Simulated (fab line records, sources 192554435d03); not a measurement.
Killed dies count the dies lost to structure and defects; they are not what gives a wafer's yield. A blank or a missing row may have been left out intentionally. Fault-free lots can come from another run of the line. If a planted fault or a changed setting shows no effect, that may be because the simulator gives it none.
Chamber matching | flow n5 finfet | N5_BEOL_M11_STRIP_19 on rie diel-03 has 4 sister chambers
The step strips in O2. 18 wafers are shown with their chamber, then 9 later ones without.

== WAFERS WITH THEIR CHAMBER ==
wafer  | chamber | showerhead plenum p Torr (Torr) | throttle valve pct (%) | oes product au (a.u.)
L074.3 | 0       | 2.04                            | 16.56                  | 0.86
L074.4 | 2       | 1.98                            | 16.50                  | 0.66
L074.5 | 3       | 2.10                            | 16.72                  | 0.71
L077.2 | 3       | 2.10                            | 16.73                  | 0.71
L077.3 | 2       | 1.98                            | 16.50                  | 0.67
L077.6 | 1       | 2.14                            | 16.28                  | 0.93
L079.2 | 1       | 2.14                            | 16.27                  | 0.93
L079.3 | 0       | 2.03                            | 16.57                  | 0.87
L079.4 | 3       | 2.10                            | 16.73                  | 0.70
L082.1 | 3       | 2.09                            | 16.77                  | 0.70
L082.3 | 0       | 2.03                            | 16.57                  | 0.85
L082.6 | 0       | 2.03                            | 16.58                  | 0.85
L085.2 | 1       | 2.13                            | 16.27                  | 0.91
L085.3 | 0       | 2.03                            | 16.59                  | 0.85
L085.6 | 1       | 2.13                            | 16.27                  | 0.92
L084.1 | 3       | 2.09                            | 16.75                  | 0.70
L084.3 | 1       | 2.13                            | 16.25                  | 0.90
L084.5 | 0       | 2.03                            | 16.61                  | 0.85

SIGNATURES, as means of the wafers listed above
reading                  | chamber 0 | chamber 1 | chamber 2 | chamber 3 | scatter within a chamber
showerhead plenum p Torr | 2.0317    | 2.1340    | 1.9800    | 2.0960    | 0.00481
throttle valve pct       | 16.5800   | 16.2680   | 16.5000   | 16.7400   | 0.0162
oes product au           | 0.8550    | 0.9180    | 0.6650    | 0.7040    | 0.00926
Rule: distance of a wafer from a chamber = root of the sum over the readings of ((wafer's reading minus chamber's mean) / reading's scatter) squared. If the next closest chamber is less than 2 further off than the closest, the wafer can't be placed; otherwise it belongs to the closest. How the scatter is found: for the shown wafers, subtract from each reading the mean of its chamber, square and add these, divide the total by (wafers less chambers), then take the root.

== WAFERS MISSING THEIR CHAMBER ==
wafer  | showerhead plenum p Torr (Torr) | throttle valve pct (%) | oes product au (a.u.)
L086.3 | 2.03                            | 16.60                  | 0.85
L086.5 | 2.09                            | 16.78                  | 0.70
L086.6 | 2.03                            | 16.61                  | 0.85
L092.3 | 2.13                            | 16.29                  | 0.89
L092.5 | 2.03                            | 16.62                  | 0.83
L092.6 | 2.09                            | 16.79                  | 0.69
L093.1 | 2.02                            | 16.63                  | 0.83
L093.3 | 2.09                            | 16.76                  | 0.69
L093.6 | 2.23                            | 16.03                  | 0.92

== THE CHAMBER EACH PASSED THROUGH ==
wafer  | from the rows above | in truth
L086.3 | 0                   | 0
L086.5 | 3                   | 3
L086.6 | 0                   | 0
L092.3 | 1                   | 1
L092.5 | 0                   | 0
L092.6 | 3                   | 3
L093.1 | 0                   | 0
L093.3 | 3                   | 3
L093.6 | 1                   | 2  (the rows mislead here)
Placed correctly: 8 of 9. From these rows, 0 cannot be placed. Wrongly placed: 1.
